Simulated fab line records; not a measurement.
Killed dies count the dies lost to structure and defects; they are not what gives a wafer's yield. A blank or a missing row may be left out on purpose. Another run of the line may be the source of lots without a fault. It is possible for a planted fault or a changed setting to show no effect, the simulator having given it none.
Which tool did it? / flow nandHarc / Sampling: 15 lots, 45 wafers, 4 of 1302 route steps

== WHAT EACH GAUGE READ, for each wafer ==
NHARC_A_DECK1_JOINT_INSPECT_05. Usual: rawDefectCount at 310, with a standard deviation of 98.
lot=L834; measured=day 12 10:11; on=defectInspect-02; rawDefectCount=248 359 313; flag=
lot=L836; measured=day 13 12:14; on=defectInspect-01; rawDefectCount=298 438 241; flag=
lot=L837; measured=day 13 12:07; on=defectInspect-02; rawDefectCount=479 413 288; flag=
lot=L838; measured=day 14 05:08; on=defectInspect-02; rawDefectCount=206 220 268; flag=
lot=L840; measured=day 15 02:07; on=defectInspect-02; rawDefectCount=347 355 316; flag=
lot=L842; measured=day 15 23:55; on=defectInspect-02; rawDefectCount=153 149 162; flag=
lot=L843; measured=day 16 14:14; on=defectInspect-02; rawDefectCount=349 381 555; flag=
lot=L849; measured=day 18 19:14; on=defectInspect-02; rawDefectCount=224 407 315; flag=
lot=L850; measured=day 18 19:04; on=defectInspect-01; rawDefectCount=193 164 214; flag=
lot=L851; measured=day 19 20:55; on=defectInspect-02; rawDefectCount=350 454 364; flag=
lot=L853; measured=day 19 20:55; on=defectInspect-01; rawDefectCount=426 435 298; flag=
lot=L854; measured=day 20 19:37; on=defectInspect-01; rawDefectCount=226 355 200; flag=
lot=L855; measured=day 20 22:42; on=defectInspect-01; rawDefectCount=251 414 308; flag=
lot=L856; measured=day 21 12:07; on=defectInspect-02; rawDefectCount=226 153 193; flag=
lot=L857; measured=day 21 12:07; on=defectInspect-01; rawDefectCount=258 248 342; flag=

== WHAT TOOL EACH LOT RAN ON (gives the tool, then ch and the chambers of the sampled wafers, and finally the start) ==
lot=L834; NHARC_A_CHANNEL_FILL_D1_ALD_16=aldHk-02 ch 1,3, day 9 07:31; NHARC_A_CHANNEL_FILL_D1_STRIP_29=rieDiel-02 ch 0,2, day 12 06:50 or earlier; NHARC_A_DECK1_JOINT_ANNEAL_29=furnace-02 ch 0, day 12 06:50
lot=L836; NHARC_A_CHANNEL_FILL_D1_ALD_16=aldHk-02 ch 0,2, day 10 15:37; NHARC_A_CHANNEL_FILL_D1_STRIP_29=rieDiel-02 ch 0,2, day 13 08:43 or earlier; NHARC_A_DECK1_JOINT_ANNEAL_29=furnace-02 ch 0, day 13 08:43
lot=L837; NHARC_A_CHANNEL_FILL_D1_ALD_16=aldHk-01 ch 2,3, day 10 15:38; NHARC_A_CHANNEL_FILL_D1_STRIP_29=rieDiel-07 ch 0,1, day 13 08:43 or earlier; NHARC_A_DECK1_JOINT_ANNEAL_29=furnace-02 ch 0, day 13 08:43
lot=L838; NHARC_A_CHANNEL_FILL_D1_ALD_16=aldHk-02 ch 0,1, day 10 23:52; NHARC_A_CHANNEL_FILL_D1_STRIP_29=rieDiel-11 ch 1,2, day 14 01:45 or earlier; NHARC_A_DECK1_JOINT_ANNEAL_29=furnace-04 ch 0, day 14 01:45
lot=L840; NHARC_A_CHANNEL_FILL_D1_ALD_16=aldHk-03 ch 2,3, day 12 03:17; NHARC_A_CHANNEL_FILL_D1_STRIP_29=rieDiel-11 ch 0,3, day 14 22:43 or earlier; NHARC_A_DECK1_JOINT_ANNEAL_29=furnace-02 ch 0, day 14 22:43
lot=L842; NHARC_A_CHANNEL_FILL_D1_ALD_16=aldHk-03 ch 1,3, day 12 21:36; NHARC_A_CHANNEL_FILL_D1_STRIP_29=rieDiel-11 ch 0,2, day 14 04:14; NHARC_A_DECK1_JOINT_ANNEAL_29=furnace-04 ch 0, day 15 20:31
lot=L843; NHARC_A_CHANNEL_FILL_D1_ALD_16=aldHk-02 ch 1,2,3, day 13 11:10; NHARC_A_CHANNEL_FILL_D1_STRIP_29=rieDiel-02 ch 0,1,2, day 16 10:47 or earlier; NHARC_A_DECK1_JOINT_ANNEAL_29=furnace-02 ch 0, day 16 10:47
lot=L849; NHARC_A_CHANNEL_FILL_D1_ALD_16=aldHk-03 ch 0,1,3, day 15 18:34; NHARC_A_CHANNEL_FILL_D1_STRIP_29=rieDiel-11 ch 1,2,3, day 18 15:41 or earlier; NHARC_A_DECK1_JOINT_ANNEAL_29=furnace-02, day 18 15:41
lot=L850; NHARC_A_CHANNEL_FILL_D1_ALD_16=aldHk-02 ch 0,1,3, day 15 22:45; NHARC_A_CHANNEL_FILL_D1_STRIP_29=rieDiel-11 ch 0,1,2, day 18 15:41 or earlier; NHARC_A_DECK1_JOINT_ANNEAL_29=furnace-02, day 18 15:41
lot=L851; NHARC_A_CHANNEL_FILL_D1_ALD_16=aldHk-03 ch 0,1,3, day 16 17:07; NHARC_A_CHANNEL_FILL_D1_STRIP_29=rieDiel-07 ch 1,2,3, day 19 17:32 or earlier; NHARC_A_DECK1_JOINT_ANNEAL_29=furnace-02, day 19 17:32
lot=L853; NHARC_A_CHANNEL_FILL_D1_ALD_16=aldHk-01 ch 0,1, day 17 00:46; NHARC_A_CHANNEL_FILL_D1_STRIP_29=rieDiel-02 ch 0,2, day 18 08:11; NHARC_A_DECK1_JOINT_ANNEAL_29=furnace-02 ch 0, day 19 17:32
lot=L854; NHARC_A_CHANNEL_FILL_D1_ALD_16=aldHk-03 ch 2,3, day 17 19:37; NHARC_A_CHANNEL_FILL_D1_STRIP_29=rieDiel-02 ch 0,1,2, day 20 16:13 or earlier; NHARC_A_DECK1_JOINT_ANNEAL_29=furnace-04 ch 0, day 20 16:13
lot=L855; NHARC_A_CHANNEL_FILL_D1_ALD_16=aldHk-03 ch 0,3, day 17 23:44; NHARC_A_CHANNEL_FILL_D1_STRIP_29=rieDiel-02 ch 0,1, day 19 08:19; NHARC_A_DECK1_JOINT_ANNEAL_29=furnace-02 ch 0, day 20 19:20
lot=L856; NHARC_A_CHANNEL_FILL_D1_ALD_16=aldHk-02 ch 0,2,3, day 18 15:26; NHARC_A_CHANNEL_FILL_D1_STRIP_29=rieDiel-11 ch 0,2,3, day 21 08:45 or earlier; NHARC_A_DECK1_JOINT_ANNEAL_29=furnace-02 ch 0, day 21 08:45
lot=L857; NHARC_A_CHANNEL_FILL_D1_ALD_16=aldHk-02 ch 0,3, day 18 19:07; NHARC_A_CHANNEL_FILL_D1_STRIP_29=rieDiel-07 ch 1,2, day 20 01:22; NHARC_A_DECK1_JOINT_ANNEAL_29=furnace-02 ch 0, day 21 08:45
- NHARC_A_CHANNEL_FILL_D1_ALD_16: deposits SiO2, target thk 1.5 nm, pulse time 10 s, ald cycles 15.
- NHARC_A_CHANNEL_FILL_D1_STRIP_29: strips in O2, time 20 s.
- NHARC_A_DECK1_JOINT_ANNEAL_29: time 1800 s.

== AS READ BY THE TOOLS THEMSELVES (means over the sampled wafers that have a number; for cases with no such wafer, the mark the record gives instead) ==
NHARC_A_CHANNEL_FILL_D1_ALD_16. Usual: heaterPowerOuterW 262 W, standard deviation 30; heaterPowerW 471 W, standard deviation 50; precursorPulseHeightRel 0.999, standard deviation 0.021.
lot=L834; tool=aldHk-02; heaterPowerOuterW (W)=259; heaterPowerW (W)=470; precursorPulseHeightRel=1.004; flag=
lot=L836; tool=aldHk-02; heaterPowerOuterW (W)=273; heaterPowerW (W)=485; precursorPulseHeightRel=0.993; flag=
lot=L837; tool=aldHk-01; heaterPowerOuterW (W)=294; heaterPowerW (W)=480; precursorPulseHeightRel=1.000; flag=
lot=L838; tool=aldHk-02; heaterPowerOuterW (W)=255; heaterPowerW (W)=455; precursorPulseHeightRel=0.977; flag=
lot=L840; tool=aldHk-03; heaterPowerOuterW (W)=248; heaterPowerW (W)=425; precursorPulseHeightRel=1.005; flag=
lot=L842; tool=aldHk-03; heaterPowerOuterW (W)=246; heaterPowerW (W)=450; precursorPulseHeightRel=0.992; flag=
lot=L843; tool=aldHk-02; heaterPowerOuterW (W)=272; heaterPowerW (W)=504; precursorPulseHeightRel=0.990; flag=
lot=L849; tool=aldHk-03; heaterPowerOuterW (W)=242; heaterPowerW (W)=452; precursorPulseHeightRel=1.012; flag=
lot=L850; tool=aldHk-02; heaterPowerOuterW (W)=262; heaterPowerW (W)=466; precursorPulseHeightRel=1.010; flag=
lot=L851; tool=aldHk-03; heaterPowerOuterW (W)=245; heaterPowerW (W)=454; precursorPulseHeightRel=1.004; flag=
lot=L853; tool=aldHk-01; heaterPowerOuterW (W)=267; heaterPowerW (W)=479; precursorPulseHeightRel=1.001; flag=
lot=L854; tool=aldHk-03; heaterPowerOuterW (W)=251; heaterPowerW (W)=447; precursorPulseHeightRel=0.986; flag=
lot=L855; tool=aldHk-03; heaterPowerOuterW (W)=210; heaterPowerW (W)=399; precursorPulseHeightRel=1.002; flag=
lot=L856; tool=aldHk-02; heaterPowerOuterW (W)=278; heaterPowerW (W)=508; precursorPulseHeightRel=1.018; flag=
lot=L857; tool=aldHk-02; heaterPowerOuterW (W)=260; heaterPowerW (W)=469; precursorPulseHeightRel=0.979; flag=

NHARC_A_CHANNEL_FILL_D1_STRIP_29. Usual: drypumpMotorCurrentA 5.7 A, standard deviation 0.48; oesProductAu 1.001 a.u., standard deviation 0.008; rfVppV 57.9 V, standard deviation 0.84; showerheadPlenumPTorr 3.52 Torr, standard deviation 0.12; throttleValvePct 17.036 %, standard deviation 0.0087.
lot=L834; tool=rieDiel-02; drypumpMotorCurrentA (A)=5.3; oesProductAu (a.u.)=1.005; rfVppV (V)=57.0; showerheadPlenumPTorr (Torr)=3.36; throttleValvePct (%)=17.032; flag=
lot=L836; tool=rieDiel-02; drypumpMotorCurrentA (A)=5.5; oesProductAu (a.u.)=1.001; rfVppV (V)=57.5; showerheadPlenumPTorr (Torr)=3.39; throttleValvePct (%)=17.040; flag=
lot=L837; tool=rieDiel-07; drypumpMotorCurrentA (A)=6.0; oesProductAu (a.u.)=0.994; rfVppV (V)=58.2; showerheadPlenumPTorr (Torr)=3.59; throttleValvePct (%)=17.030; flag=
lot=L838; tool=rieDiel-11; drypumpMotorCurrentA (A)=6.1; oesProductAu (a.u.)=1.007; rfVppV (V)=57.7; showerheadPlenumPTorr (Torr)=3.44; throttleValvePct (%)=17.038; flag=
lot=L840; tool=rieDiel-11; drypumpMotorCurrentA (A)=5.4; oesProductAu (a.u.)=0.993; rfVppV (V)=57.7; showerheadPlenumPTorr (Torr)=3.63; throttleValvePct (%)=17.035; flag=
lot=L842; tool=rieDiel-11; drypumpMotorCurrentA (A)=5.6; oesProductAu (a.u.)=0.999; rfVppV (V)=58.2; showerheadPlenumPTorr (Torr)=3.56; throttleValvePct (%)=17.036; flag=
lot=L843; tool=rieDiel-02; drypumpMotorCurrentA (A)=5.5; oesProductAu (a.u.)=1.009; rfVppV (V)=57.4; showerheadPlenumPTorr (Torr)=3.45; throttleValvePct (%)=17.036; flag=
lot=L849; tool=rieDiel-11; drypumpMotorCurrentA (A)=6.0; oesProductAu (a.u.)=0.995; rfVppV (V)=57.5; showerheadPlenumPTorr (Torr)=3.50; throttleValvePct (%)=17.033; flag=
lot=L850; tool=rieDiel-11; drypumpMotorCurrentA (A)=5.8; oesProductAu (a.u.)=0.998; rfVppV (V)=58.6; showerheadPlenumPTorr (Torr)=3.49; throttleValvePct (%)=17.043; flag=
lot=L851; tool=rieDiel-07; drypumpMotorCurrentA (A)=5.6; oesProductAu (a.u.)=1.010; rfVppV (V)=58.1; showerheadPlenumPTorr (Torr)=3.53; throttleValvePct (%)=17.039; flag=
lot=L853; tool=rieDiel-02; drypumpMotorCurrentA (A)=5.2; oesProductAu (a.u.)=0.991; rfVppV (V)=57.1; showerheadPlenumPTorr (Torr)=3.35; throttleValvePct (%)=17.036; flag=
lot=L854; tool=rieDiel-02; drypumpMotorCurrentA (A)=5.4; oesProductAu (a.u.)=0.996; rfVppV (V)=57.7; showerheadPlenumPTorr (Torr)=3.45; throttleValvePct (%)=17.033; flag=
lot=L855; tool=rieDiel-02; drypumpMotorCurrentA (A)=5.7; oesProductAu (a.u.)=1.005; rfVppV (V)=58.0; showerheadPlenumPTorr (Torr)=3.55; throttleValvePct (%)=17.036; flag=
lot=L856; tool=rieDiel-11; drypumpMotorCurrentA (A)=5.8; oesProductAu (a.u.)=0.992; rfVppV (V)=56.9; showerheadPlenumPTorr (Torr)=3.55; throttleValvePct (%)=17.037; flag=
lot=L857; tool=rieDiel-07; drypumpMotorCurrentA (A)=5.6; oesProductAu (a.u.)=0.992; rfVppV (V)=57.5; showerheadPlenumPTorr (Torr)=3.47; throttleValvePct (%)=17.031; flag=

NHARC_A_DECK1_JOINT_ANNEAL_29. Usual: rampDownCPerMin 3.0000, standard deviation 0.00051; rampUpCPerMin 10.0000, standard deviation 0.0018; spikeTcLowerC 749.7 C, standard deviation 1.2; spikeTcTopC 763.5 C, standard deviation 2.8.
lot=L834; tool=furnace-02; rampDownCPerMin=3.0001; rampUpCPerMin=10.0028; spikeTcLowerC (C)=748.8; spikeTcTopC (C)=762.1; flag=
lot=L836; tool=furnace-02; rampDownCPerMin=3.0001; rampUpCPerMin=10.0001; spikeTcLowerC (C)=748.4; spikeTcTopC (C)=762.9; flag=
lot=L837; tool=furnace-02; rampDownCPerMin=3.0002; rampUpCPerMin=9.9997; spikeTcLowerC (C)=749.9; spikeTcTopC (C)=762.2; flag=
lot=L838; tool=furnace-04; rampDownCPerMin=3.0005; rampUpCPerMin=9.9996; spikeTcLowerC (C)=750.4; spikeTcTopC (C)=768.9; flag=
lot=L840; tool=furnace-02; rampDownCPerMin=2.9999; rampUpCPerMin=10.0000; spikeTcLowerC (C)=748.9; spikeTcTopC (C)=761.4; flag=
lot=L842; tool=furnace-04; rampDownCPerMin=3.0005; rampUpCPerMin=10.0002; spikeTcLowerC (C)=750.7; spikeTcTopC (C)=769.1; flag=
lot=L843; tool=furnace-02; rampDownCPerMin=2.9999; rampUpCPerMin=10.0001; spikeTcLowerC (C)=749.6; spikeTcTopC (C)=762.1; flag=
lot=L849; tool=furnace-02; rampDownCPerMin=-; rampUpCPerMin=-; spikeTcLowerC (C)=-; spikeTcTopC (C)=-; flag=OFF
lot=L850; tool=furnace-02; rampDownCPerMin=-; rampUpCPerMin=-; spikeTcLowerC (C)=-; spikeTcTopC (C)=-; flag=OFF
lot=L851; tool=furnace-02; rampDownCPerMin=-; rampUpCPerMin=-; spikeTcLowerC (C)=-; spikeTcTopC (C)=-; flag=OFF
lot=L853; tool=furnace-02; rampDownCPerMin=3.0003; rampUpCPerMin=10.0004; spikeTcLowerC (C)=748.5; spikeTcTopC (C)=762.3; flag=
lot=L854; tool=furnace-04; rampDownCPerMin=3.0004; rampUpCPerMin=10.0003; spikeTcLowerC (C)=749.8; spikeTcTopC (C)=768.9; flag=
lot=L855; tool=furnace-02; rampDownCPerMin=3.0002; rampUpCPerMin=9.9991; spikeTcLowerC (C)=748.6; spikeTcTopC (C)=762.2; flag=
lot=L856; tool=furnace-02; rampDownCPerMin=3.0006; rampUpCPerMin=10.0001; spikeTcLowerC (C)=749.2; spikeTcTopC (C)=761.4; flag=
lot=L857; tool=furnace-02; rampDownCPerMin=2.9999; rampUpCPerMin=10.0011; spikeTcLowerC (C)=749.7; spikeTcTopC (C)=762.0; flag=

== THE ANSWER, worked out from the rows above alone ==
Rule: a lot is off if the mean of its wafers that have a number lies more than 3 standard deviations from the usual mean. Also off: a lot with no number at a reading for which 4 or more lots have one. All remaining lots with rows at the step are treated as sound. First the gauges in route order, then the tools' own readings, where a lot's mean is used as printed above. At the first step where some lot is off, the reading lying furthest off is the one used; lots without a number count as furthest.
Off, at NHARC_A_DECK1_JOINT_ANNEAL_29 on rampDownCPerMin: L849, L850, L851. Without a number there: L849, L850, L851.
A tool fits if, at that step or a process step before it, it ran every lot that is off, and no sound lot after the first of them. With no start given for some of its lots, NHARC_A_CHANNEL_FILL_D1_STRIP_29 uses the hours and lot order of NHARC_A_DECK1_JOINT_ANNEAL_29. None of those tried fits.

== WHAT THE SIMULATOR PUT IN ==
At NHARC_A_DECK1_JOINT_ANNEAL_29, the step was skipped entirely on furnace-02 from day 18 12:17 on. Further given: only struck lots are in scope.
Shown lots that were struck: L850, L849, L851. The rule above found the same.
